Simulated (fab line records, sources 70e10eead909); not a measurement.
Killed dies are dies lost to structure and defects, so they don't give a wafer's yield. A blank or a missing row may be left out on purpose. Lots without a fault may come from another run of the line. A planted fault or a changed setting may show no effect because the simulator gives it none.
Which tool did it? | flow nand_harc | 7 lots, 21 wafers sampled, at 2 steps of a route of 1302

WHAT THE GAUGES READ, wafer by wafer
NHARC_A_ONON_D1_THK_MEAS_08: measures by ellipsometry.
lot  | measured     | on            | thk_nm (nm)
L679 | day 8 11:17  | film_metro-01 | 1002 1001 1001
L684 | day 9 23:38  | film_metro-02 | 988 989 990
L687 | day 11 17:20 | film_metro-01 | 991 993 993
L691 | day 13 04:05 | film_metro-01 | 1001 1001 1002
L693 | day 14 03:48 | film_metro-01 | 1003 1001 1002
L698 | day 15 22:57 | film_metro-01 | 1012 1011 1012
L701 | day 17 12:01 | film_metro-01 | 1026 1027 1028

WHICH TOOL RAN EACH LOT (tool, then ch and the chambers of the sampled wafers, then the start)
lot  | NHARC_A_ONON_D1_DEP_06
L679 | pecvd_onon-04 ch 0, day 8 10:50
L684 | pecvd_onon-04 ch 0, day 9 23:08
L687 | pecvd_onon-04 ch 0, day 11 16:49
L691 | pecvd_onon-04 ch 0, day 13 03:34
L693 | pecvd_onon-01 ch 0, day 14 03:24
L698 | pecvd_onon-01 ch 0, day 15 22:26
L701 | pecvd_onon-04 ch 0, day 17 11:30
- NHARC_A_ONON_D1_DEP_06: target thk 1000 nm.

THE ANSWER, worked out from the rows above alone
Rule: what is usual is taken from the lots themselves. Put in order of their means at a reading, lots are off if they are a third of the lots or fewer, leave a main group of 4 or more, and stand apart from it by a gap of 3 or more times the standard deviation of the main group's means; of several such gaps the widest counts. A main group whose means are all the same, to the digits that the tables above print for the reading, isn't used. A lot without any number at a reading at which 4 lots or more have one is off too. The other lots that the step has rows for count as sound.
No lot is off at any reading shown: from this, nothing can be told.

WHAT THE SIMULATOR HAD PUT IN
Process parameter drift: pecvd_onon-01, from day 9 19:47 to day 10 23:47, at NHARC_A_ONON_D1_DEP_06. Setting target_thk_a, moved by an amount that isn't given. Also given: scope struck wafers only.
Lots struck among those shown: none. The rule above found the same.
